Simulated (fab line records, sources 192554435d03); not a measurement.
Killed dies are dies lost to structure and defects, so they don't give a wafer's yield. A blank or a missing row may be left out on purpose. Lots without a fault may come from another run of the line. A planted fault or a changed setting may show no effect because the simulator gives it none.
Split-lot experiment | flow n5_finfet | 7 lots, 21 wafers read, on a route of 1938 steps

THE SPLIT
At N5_MOL_CONTACT_COAG_COAT_63 (time 60 s, resist thk 10 nm), the setting spin_rpm was moved away from the recipe's 1500 rpm on 5 of the 21 wafers read, by -11.1% to -10.0%. The other wafers ran this setting at the recipe's value.

FROM THE SPLIT TO THE READING: what the file shows between them, 7 steps
- N5_MOL_CONTACT_COAG_COAT_64: time 60 s, resist thk 10 nm
- N5_MOL_CONTACT_COAG_COAT_34: resist thk 40 nm
- N5_MOL_CONTACT_COAG_DESCUM_45: chemistry O2, time 7 s
- N5_MOL_CONTACT_COAG_ETCH_65: etches underlayer in N2/H2, target depth 13 nm, time 10.4 s
- N5_MOL_CONTACT_COAG_ETCH_66: etches SiARC in CF4, target depth 13 nm, time 21.7 s
- N5_MOL_CONTACT_COAG_ALD_133: deposits SiO2, target thk 5 nm, pulse time 1 s, co reactant pulse time 1 s (also split here: ald_cycles)
- N5_MOL_CONTACT_COAG_ETCHBACK_134: etches SiO2 in CHF3, target depth 10 nm, time 6.7 s

THE READING
SiARC_of_MOL_CONTACT_COAG_COAT_63.thk_nm (the simulator's own value, which no gauge read), in nm, at N5_MOL_CONTACT_COAG_ETCH_67 (etches SOC in N2/H2, target depth 60 nm, overetch 21 nm, time 101.2 s). The file gives no usual value for it. The 16 wafers here that ran the recipe average 5.8 nm, standard deviation 0.087 nm.

wafer  | tool, chamber at the split | spin_rpm as run, rpm | against the recipe | SiARC_of_MOL_CONTACT_COAG_COAT_63.thk_nm, nm | against lot-mates on the recipe
L075.2 | litho_track-03, 0          | 1500                 | recipe             | 5.8                                          | -
L075.6 | litho_track-03, 0          | 1500                 | recipe             | 5.8                                          | -
L075.5 | litho_track-03, 0          | 1333                 | -11.1%             | 6.4                                          | +0.6
L076.2 | litho_track-03, 0          | 1500                 | recipe             | 5.8                                          | -
L076.4 | litho_track-03, 0          | 1500                 | recipe             | 5.8                                          | -
L076.6 | litho_track-03, 0          | 1500                 | recipe             | 6                                            | -
L084.3 | litho_track-02, 0          | 1500                 | recipe             | 6                                            | -
L084.4 | litho_track-02, 0          | 1500                 | recipe             | 5.8                                          | -
L084.5 | litho_track-02, 0          | 1500                 | recipe             | 5.8                                          | -
L088.3 | litho_track-04, 0          | 1334                 | -11.1%             | 6.4                                          | +0.6
L088.5 | litho_track-04, 0          | 1334                 | -11.1%             | 6.4                                          | +0.6
L088.4 | litho_track-04, 0          | 1500                 | recipe             | 5.8                                          | -
L091.3 | litho_track-04, 0          | 1500                 | recipe             | 5.8                                          | -
L091.5 | litho_track-04, 0          | 1500                 | recipe             | 5.8                                          | -
L091.6 | litho_track-04, 0          | 1500                 | recipe             | 5.8                                          | -
L093.2 | litho_track-02, 0          | 1500                 | recipe             | 5.8                                          | -
L093.3 | litho_track-02, 0          | 1350                 | -10.0%             | 6.4                                          | +0.6
L093.4 | litho_track-02, 0          | 1350                 | -10.0%             | 6.4                                          | +0.6
L095.2 | litho_track-03, 0          | 1500                 | recipe             | 6                                            | -
L095.3 | litho_track-03, 0          | 1500                 | recipe             | 6                                            | -
L095.5 | litho_track-03, 0          | 1500                 | recipe             | 5.8                                          | -

THE FIT
A straight line over all 21 wafers: SiARC_of_MOL_CONTACT_COAG_COAT_63.thk_nm changes by -0.0515 nm for each +1% of spin_rpm; r = -0.95; the points scatter about the line by 0.081 nm.
The same after taking each lot's own level away (the mean of its wafers on the recipe; 21 wafers): -0.0561 nm for each +1%; r = -0.97; scatter 0.067 nm.
On that fit, the largest move of spin_rpm shifts the reading by 0.62 nm.
The lots' own levels span 5.80 to 5.93 nm, that is 1.5 times the standard deviation above.
So the lot-to-lot level changes the slope little: the two slopes agree.
Check: with one of the wafers moved furthest among these (-11.1%) left out of the fit, the line predicts +0.633 nm for it against its lot-mates. It came out at +0.6 nm against them.

OTHER SPLITS ON THESE WAFERS
These wafers also went through other splits before the reading. Each is held against what the fit with the lots' levels taken away leaves over:
other split on the same wafers         | wafers away from the commonest value | r with SiARC_of_MOL_CONTACT_COAG_COAT_63.thk_nm (lot level and that fit taken away)
N5_HKMG_FIN_EXPOSE_46 dose_mj          | 5                                    | +0.09
N5_HKMG_FIN_ETCH_55 time_s             | 8                                    | -0.15
N5_GATE_CUT_ETCH_58 bias_w             | 6                                    | -0.01
N5_MOL_CONTACT_COAG_ETCH_15 source_w   | 9                                    | +0.51
N5_MOL_CONTACT_COAG_VIA_ETCH_46 bias_w | 5                                    | -0.03
N5_MOL_CONTACT_COAG_ALD_133 ald_cycles | 6                                    | +0.01

THE WHOLE CHAIN: every reading that the file lists as answering this split, in the file's order
step                        | what it does                                                          | reading                                                                                   | change (the file's fit)                | r (the file's)
N5_MOL_CONTACT_COAG_ETCH_66 | etches SiARC in CF4, target depth 13 nm, time 21.7 s                  | etch_rf_on_time_s                                                                         | withheld for each +1% of the setting   | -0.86
N5_MOL_CONTACT_COAG_ETCH_66 | etches SiARC in CF4, target depth 13 nm, time 21.7 s                  | etch.depth_nm (the simulator's own value, which no gauge read)                            | -0.0542 nm for each +1% of the setting | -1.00
N5_MOL_CONTACT_COAG_ETCH_67 | etches SOC in N2/H2, target depth 60 nm, overetch 21 nm, time 101.2 s | SiARC_of_MOL_CONTACT_COAG_COAT_63.thk_nm (the simulator's own value, which no gauge read) | -0.0558 nm for each +1% of the setting | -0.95

THE FILE'S OWN FIT
SiARC_of_MOL_CONTACT_COAG_COAT_63.thk_nm changes by -0.0558 nm for each +1% of spin_rpm, r = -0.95.
